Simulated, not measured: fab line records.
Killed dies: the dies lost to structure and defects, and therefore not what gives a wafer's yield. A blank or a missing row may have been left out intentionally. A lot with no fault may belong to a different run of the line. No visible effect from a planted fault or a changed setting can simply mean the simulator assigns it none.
Chamber matching + flow n5 finfet + N5_BEOL_M13_DESCUM_33 on rie diel-05: 4 sister chambers
The step chemistry O2, time 7.9 s. 16 wafers are shown with their chamber, then 8 later ones without.

WAFERS PAIRED WITH THEIR CHAMBERS
| wafer  | chamber | showerhead plenum p Torr (Torr) | throttle valve pct (%) | oes product au (a.u.) |
|--------|---------|---------------------------------|------------------------|-----------------------|
| L074.4 | 0       | 2.23                            | 20.41                  | 0.87                  |
| L074.5 | 1       | 2.10                            | 20.25                  | 0.73                  |
| L074.6 | 2       | 2.07                            | 20.48                  | 0.71                  |
| L076.2 | 0       | 2.23                            | 20.43                  | 0.86                  |
| L076.3 | 3       | 2.08                            | 20.59                  | 0.66                  |
| L076.5 | 0       | 2.23                            | 20.41                  | 0.86                  |
| L082.1 | 2       | 2.07                            | 20.51                  | 0.70                  |
| L082.3 | 0       | 2.22                            | 20.44                  | 0.85                  |
| L082.5 | 2       | 2.07                            | 20.50                  | 0.70                  |
| L085.1 | 1       | 2.09                            | 20.28                  | 0.71                  |
| L085.2 | 0       | 2.22                            | 20.44                  | 0.86                  |
| L085.6 | 1       | 2.09                            | 20.29                  | 0.71                  |
| L083.1 | 0       | 2.22                            | 20.44                  | 0.86                  |
| L083.3 | 3       | 2.07                            | 20.59                  | 0.65                  |
| L083.4 | 2       | 2.07                            | 20.51                  | 0.70                  |
| L088.2 | 0       | 2.22                            | 20.44                  | 0.84                  |

SIGNATURES, as means of the wafers listed above
| reading                  | chamber 0 | chamber 1 | chamber 2 | chamber 3 | scatter within a chamber |
|--------------------------|-----------|-----------|-----------|-----------|--------------------------|
| showerhead plenum p Torr | 2.2243    | 2.0933    | 2.0700    | 2.0750    | 0.0049                   |
| throttle valve pct       | 20.4300   | 20.2733   | 20.5000   | 20.5900   | 0.0149                   |
| oes product au           | 0.8571    | 0.7167    | 0.7025    | 0.6550    | 0.00882                  |
Rule: for each reading, subtract the chamber's mean from the wafer's reading, divide by that reading's scatter and square the result; add these up over the readings and take the root, which gives the wafer's distance from the chamber. If the next closest chamber is less than 2 further off than the closest, the wafer can't be placed; otherwise it belongs to the closest. How the scatter is found: for the shown wafers, subtract from each reading the mean of its chamber, square and add these, divide the total by (wafers less chambers), then take the root.

WAFERS WITH NO CHAMBER GIVEN
| wafer  | showerhead plenum p Torr (Torr) | throttle valve pct (%) | oes product au (a.u.) |
|--------|---------------------------------|------------------------|-----------------------|
| L088.4 | 2.22                            | 20.45                  | 0.85                  |
| L088.5 | 2.09                            | 20.30                  | 0.72                  |
| L090.3 | 2.06                            | 20.18                  | 0.95                  |
| L090.4 | 2.09                            | 20.30                  | 0.71                  |
| L090.5 | 2.22                            | 20.47                  | 0.83                  |
| L091.1 | 2.22                            | 20.46                  | 0.83                  |
| L091.2 | 2.06                            | 20.19                  | 0.93                  |
| L091.3 | 2.09                            | 20.30                  | 0.71                  |

WHICH CHAMBER EACH ONE RAN IN
| wafer  | from the rows above | in truth                   |
|--------|---------------------|----------------------------|
| L088.4 | 0                   | 0                          |
| L088.5 | 1                   | 1                          |
| L090.3 | 1                   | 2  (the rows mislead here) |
| L090.4 | 1                   | 1                          |
| L090.5 | 0                   | 0                          |
| L091.1 | 0                   | 0                          |
| L091.2 | 1                   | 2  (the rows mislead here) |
| L091.3 | 1                   | 1                          |
Correctly placed: 6 of 8. Left unplaced by these rows: 0. Number placed wrongly: 2.
